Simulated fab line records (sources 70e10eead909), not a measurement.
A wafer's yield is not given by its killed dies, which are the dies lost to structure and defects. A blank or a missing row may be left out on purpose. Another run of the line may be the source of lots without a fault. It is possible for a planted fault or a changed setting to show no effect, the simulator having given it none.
Matching of chambers + flow nand-harc + rie-diel-12 running NHARC_A_STAIRCASE_TRIM_12: 4 sister chambers
The step chemistry O2, time 211.2 s. 16 wafers are shown with their chamber, then 8 later ones without.

## WAFERS WITH THEIR CHAMBER
| wafer  | chamber | showerhead-plenum-p-Torr (Torr) | drypump-motor-current-A (A) | rf-vpp-V (V) |
|--------|---------|---------------------------------|-----------------------------|--------------|
| L074.1 | 3       | 3.65                            | 5.6                         | 57.6         |
| L074.2 | 0       | 3.67                            | 6.1                         | 58.1         |
| L074.5 | 1       | 3.80                            | 5.9                         | 59.0         |
| L076.2 | 1       | 3.80                            | 6.0                         | 58.5         |
| L076.4 | 2       | 3.36                            | 5.4                         | 57.7         |
| L076.5 | 3       | 3.65                            | 5.6                         | 55.7         |
| L076.1 | 3       | 3.65                            | 5.5                         | 57.6         |
| L076.3 | 0       | 3.67                            | 6.1                         | 57.5         |
| L076.6 | 2       | 3.36                            | 5.4                         | 57.0         |
| L084.1 | 0       | 3.66                            | 6.1                         | 58.5         |
| L084.2 | 1       | 3.79                            | 5.9                         | 59.2         |
| L084.6 | 2       | 3.35                            | 5.4                         | 56.4         |
| L091.1 | 1       | 3.78                            | 5.9                         | 58.8         |
| L091.4 | 0       | 3.65                            | 6.1                         | 58.2         |
| L091.6 | 2       | 3.34                            | 5.3                         | 57.6         |
| L092.1 | 3       | 3.63                            | 5.6                         | 58.0         |

SIGNATURES, as means of the wafers listed above
| reading                  | chamber 0 | chamber 1 | chamber 2 | chamber 3 | scatter within a chamber |
|--------------------------|-----------|-----------|-----------|-----------|--------------------------|
| showerhead-plenum-p-Torr | 3.6625    | 3.7925    | 3.3525    | 3.6450    | 0.00968                  |
| drypump-motor-current-A  | 6.100     | 5.925     | 5.375     | 5.575     | 0.0433                   |
| rf-vpp-V                 | 58.075    | 58.875    | 57.175    | 57.225    | 0.651                    |
Rule: for a wafer and a chamber, the distance is found by dividing, reading by reading, the gap between the wafer's reading and the chamber's mean by the reading's scatter, squaring, summing and taking the root. The wafer belongs to the nearest chamber; if the next one is less than 2 further off, it can't be placed. How the scatter is found: for the shown wafers, subtract from each reading the mean of its chamber, square and add these, divide the total by (wafers less chambers), then take the root.

## WAFERS WITH NO CHAMBER GIVEN
| wafer  | showerhead-plenum-p-Torr (Torr) | drypump-motor-current-A (A) | rf-vpp-V (V) |
|--------|---------------------------------|-----------------------------|--------------|
| L092.3 | 3.34                            | 5.4                         | 57.3         |
| L092.4 | 3.65                            | 6.1                         | 58.9         |
| L097.2 | 3.62                            | 5.6                         | 59.0         |
| L097.4 | 3.65                            | 6.1                         | 59.3         |
| L097.6 | 3.65                            | 6.1                         | 59.5         |
| L095.1 | 3.78                            | 6.0                         | 59.5         |
| L095.3 | 3.65                            | 6.1                         | 58.5         |
| L095.6 | 3.65                            | 6.1                         | 58.0         |

## WHICH CHAMBER EACH ONE RAN IN
| wafer  | from the rows above | in truth |
|--------|---------------------|----------|
| L092.3 | 2                   | 2        |
| L092.4 | 0                   | 0        |
| L097.2 | 3                   | 3        |
| L097.4 | 0                   | 0        |
| L097.6 | 0                   | 0        |
| L095.1 | 1                   | 1        |
| L095.3 | 0                   | 0        |
| L095.6 | 0                   | 0        |
Correct placement for 8 of the 8. Number that these rows cannot place: 0. Wrongly placed: 0.
